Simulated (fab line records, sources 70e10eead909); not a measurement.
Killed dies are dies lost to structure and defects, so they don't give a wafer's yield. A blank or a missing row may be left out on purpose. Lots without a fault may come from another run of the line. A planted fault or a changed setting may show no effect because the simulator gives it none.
Chamber matching | flow nand_harc | NHARC_P_CONTACT_CMP_01 on cmp-04: 4 sister chambers
The step polishes SiO2, target thk 200 nm. 8 wafers are shown with their chamber, then 6 later ones without.

WAFERS WITH THEIR CHAMBER
wafer  | chamber | motor_current_A (A) | pad_life_wafers
L076.1 | 0       | 13.8                | 110
L079.3 | 0       | 13.7                | 241
L079.4 | 2       | 11.6                | 243
L080.4 | 2       | 11.2                | 283
L082.1 | 3       | 13.0                | 367
L082.2 | 1       | 12.1                | 369
L084.2 | 3       | 12.2                | 37
L084.4 | 1       | 11.7                | 39

WAFERS WITHOUT THEIR CHAMBER
wafer  | motor_current_A (A) | pad_life_wafers
L089.1 | 10.9                | 200
L089.2 | 11.5                | 199
L094.1 | 12.2                | 30
L094.2 | 13.4                | 33
L094.4 | 12.8                | 32
L094.3 | 11.6                | 31

WHICH CHAMBER EACH WENT THROUGH
wafer  | from the rows above          | in truth
L089.1 | can't be placed: 2 or 1      | 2
L089.2 | can't be placed: 2 or 1      | 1
L094.1 | can't be placed: 1 or 3 or 2 | 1
L094.2 | can't be placed: 0 or 3      | 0
L094.4 | can't be placed: 3 or 1 or 0 | 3
L094.3 | can't be placed: 1 or 2 or 3 | 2
Placed correctly: 0 of 6. Can't be placed from these rows: 6 (the true chamber is among the candidates in 6). Placed wrongly: 0.
How it was worked out, from the rows above alone: a wafer's distance from a chamber is the root of the sum, over the readings, of the square of ((its reading less the chamber's mean) divided by the reading's scatter). The wafer belongs to the nearest chamber; if the next one is less than 2 further off, it can't be placed. A chamber's mean is the mean of its shown wafers. The scatter: the root of (the sum of the squares of (reading less its chamber's mean) over the shown wafers, divided by (wafers less chambers)).
